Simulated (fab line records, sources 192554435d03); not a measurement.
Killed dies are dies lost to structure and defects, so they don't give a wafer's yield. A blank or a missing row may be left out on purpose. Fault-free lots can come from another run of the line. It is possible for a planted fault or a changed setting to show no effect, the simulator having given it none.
Matching of chambers + flow n5-finfet + 4 sister chambers for N5_BEOL_M3_ALD_84 on ald-metal-04
The step deposits TaN, pulse time 2 s, purge time 3 s, co reactant purge time 2 s. 4 wafers are shown with their chamber, then 7 later ones without.

== WAFERS WITH THEIR CHAMBER ==
| wafer  | chamber | heater-power-w (W) |
|--------|---------|--------------------|
| L076.1 | 3       | 468                |
| L077.2 | 2       | 427                |
| L084.3 | 0       | 458                |
| L084.4 | 1       | 367                |

== WAFERS WITH NO CHAMBER GIVEN ==
| wafer  | heater-power-w (W) |
|--------|--------------------|
| L084.6 | 465                |
| L087.2 | 425                |
| L087.5 | 463                |
| L087.6 | 427                |
| L093.3 | 467                |
| L093.5 | 462                |
| L093.6 | 457                |

== THE CHAMBER EACH PASSED THROUGH ==
| wafer  | from the rows above     | in truth                   |
|--------|-------------------------|----------------------------|
| L084.6 | can't be placed: 3 or 0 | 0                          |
| L087.2 | 2                       | 2                          |
| L087.5 | can't be placed: 0 or 3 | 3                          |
| L087.6 | 2                       | 2                          |
| L093.3 | 3                       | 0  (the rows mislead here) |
| L093.5 | can't be placed: 0 or 3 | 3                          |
| L093.6 | 0                       | 0                          |
3 of 7 placed correctly. These rows do not allow placing 3 (true chamber among the candidates in 3). Number placed wrongly: 1.
How it was worked out, from the rows above alone: a wafer's distance from a chamber is the root of the sum, over the readings, of the square of ((its reading less the chamber's mean) divided by the reading's scatter). The wafer belongs to the nearest chamber; if the next one is less than 2 further off, it can't be placed. A chamber's mean is the mean of its shown wafers. The scatter (one wafer shown for each chamber): square how far every hidden wafer sits from the nearest shown wafer, average those squares and take the square root.
